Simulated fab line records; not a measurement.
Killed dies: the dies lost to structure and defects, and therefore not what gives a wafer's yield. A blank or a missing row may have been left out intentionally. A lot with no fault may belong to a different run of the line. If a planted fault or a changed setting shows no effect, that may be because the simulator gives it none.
Matching of chambers + flow nand_harc + rie_si-03 running NHARC_P_ZERO_WELL_ETCH_63: 4 sister chambers
The step etches the open film in HBr/Cl2, target depth 120 nm, time 40.1 s. 4 wafers are shown with their chamber, then 7 later ones without.

## WAFERS, EACH WITH ITS CHAMBER
| wafer  | chamber | drypump_motor_current_A (A) |
|--------|---------|-----------------------------|
| L615.6 | 3       | 6.1                         |
| L620.1 | 2       | 5.3                         |
| L622.1 | 1       | 6.2                         |
| L632.3 | 0       | 5.7                         |

## WAFERS WHOSE CHAMBER IS MISSING
| wafer  | drypump_motor_current_A (A) |
|--------|-----------------------------|
| L632.6 | 5.3                         |
| L635.2 | 6.1                         |
| L635.4 | 6.1                         |
| L635.5 | 6.2                         |
| L637.1 | 5.2                         |
| L637.5 | 5.3                         |
| L637.6 | 6.2                         |

## THE CHAMBER EACH PASSED THROUGH
| wafer  | from the rows above | in truth                   |
|--------|---------------------|----------------------------|
| L632.6 | 2                   | 2                          |
| L635.2 | 3                   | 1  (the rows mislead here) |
| L635.4 | 3                   | 3                          |
| L635.5 | 1                   | 1                          |
| L637.1 | 2                   | 2                          |
| L637.5 | 2                   | 2                          |
| L637.6 | 1                   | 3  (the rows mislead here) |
Correctly placed: 5 of 7. Not placeable from these rows: 0. 2 placed wrongly.
How it was worked out, from the rows above alone: a wafer's distance from a chamber is the root of the sum, over the readings, of the square of ((its reading less the chamber's mean) divided by the reading's scatter). If the next closest chamber is less than 2 further off than the closest, the wafer can't be placed; otherwise it belongs to the closest. The mean given for a chamber averages the wafers shown for that chamber. The scatter: with one shown wafer a chamber, the root of the mean of the squares of how far each hidden wafer lies from its nearest shown one.
